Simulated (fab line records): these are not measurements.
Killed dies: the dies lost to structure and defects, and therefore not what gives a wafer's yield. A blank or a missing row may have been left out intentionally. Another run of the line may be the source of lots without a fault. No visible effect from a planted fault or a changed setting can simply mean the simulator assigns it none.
Split-lot trial	flow n5_finfet	7 lots, 21 wafers read, on a route of 1938 steps

ABOUT THE SPLIT
At N5_FIN_SAQP_ETCH_65 (etches SiO2 in CF4, target depth 4 nm, time 4.4 s), the setting time_s was moved away from the recipe's 4.4 s on 5 of the 21 wafers read, by -14.5% to +19.8%. For the rest of the wafers, this setting stayed at what the recipe calls for.

The reading is taken at the split's own step.

THE READING
etch.depth_nm (the simulator's own value, which no gauge read), in nm, at N5_FIN_SAQP_ETCH_65 (etches SiO2 in CF4, target depth 4 nm, time 4.4 s). There is no usual value for it anywhere in the file. Here, 16 wafers ran the recipe; their average is 4.010 nm with a standard deviation of 0.074 nm.

wafer	tool, chamber at the split	time_s as run, s	against the recipe	etch.depth_nm, nm	against lot-mates on the recipe
L074.1	rie_si-03, 0	4.4	recipe	3.923	-
L074.4	rie_si-03, 1	4.4	recipe	4.129	-
L074.5	rie_si-03, 2	4.4	recipe	3.994	-
L078.3	rie_si-05, 3	4.4	recipe	3.987	-
L078.4	rie_si-05, 0	4.4	recipe	3.928	-
L078.6	rie_si-05, 2	4.4	recipe	4.138	-
L082.3	rie_si-01, 3	4.4	recipe	4.044	-
L082.4	rie_si-01, 1	5.271	+19.8%	4.652	+0.603
L082.5	rie_si-01, 2	4.4	recipe	4.055	-
L086.2	rie_si-03, 0	3.764	-14.5%	3.371	-0.656
L086.4	rie_si-03, 3	3.764	-14.5%	3.454	-0.573
L086.5	rie_si-03, 2	4.4	recipe	4.027	-
L087.4	rie_si-01, 2	4.4	recipe	4.079	-
L087.5	rie_si-01, 3	3.858	-12.3%	3.569	-0.510
L087.6	rie_si-01, 1	3.858	-12.3%	3.347	-0.732
L093.1	rie_si-05, 3	4.4	recipe	4.042	-
L093.3	rie_si-05, 1	4.4	recipe	4.041	-
L093.5	rie_si-05, 3	4.4	recipe	4.032	-
L095.3	rie_si-03, 0	4.4	recipe	3.887	-
L095.5	rie_si-03, 0	4.4	recipe	3.894	-
L095.6	rie_si-03, 2	4.4	recipe	3.955	-

THE FIT
A straight line over all 21 wafers: etch.depth_nm changes by +0.0386 nm for each +1% of time_s; r = +0.96; the points scatter about the line by 0.086 nm.
The same after taking each lot's own level away (the mean of its wafers on the recipe; 21 wafers): +0.0396 nm for each +1%; r = +0.96; scatter 0.084 nm.
According to that fit, moving time_s by its largest amount changes the reading by 0.78 nm.
Measured against the standard deviation above, the lots' own levels, which go from 3.9120 to 4.0790 nm, span 2.3 times it.
The two slopes agree, so the slope changes little with the lot-to-lot level.
Check: for one of the wafers moved furthest among these (+19.8%), held out of the fit, the line's prediction against its lot-mates is +0.905 nm. Against them it came out at +0.603 nm.

ADDITIONAL SPLITS CARRIED BY THESE WAFERS
These wafers also went through other splits before the reading. Each is held against what the fit with the lots' levels taken away leaves over:
other split on the same wafers	wafers away from the commonest value	r with etch.depth_nm (lot level and that fit taken away)
N5_ZERO_LAYER_PECVD_02 time_s	8	+0.20
N5_ZERO_LAYER_EXPOSE_08 dose_mj	6	+0.11
N5_ZERO_LAYER_DEVELOP_10 develop_time_s	5	+0.20
N5_PMOS_HMC_CHANNEL_EPI_ETCH_32 bias_w	8	+0.07

THE FILE'S OWN FIT
etch.depth_nm changes by +0.0378 nm for each +1% of time_s, r = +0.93.
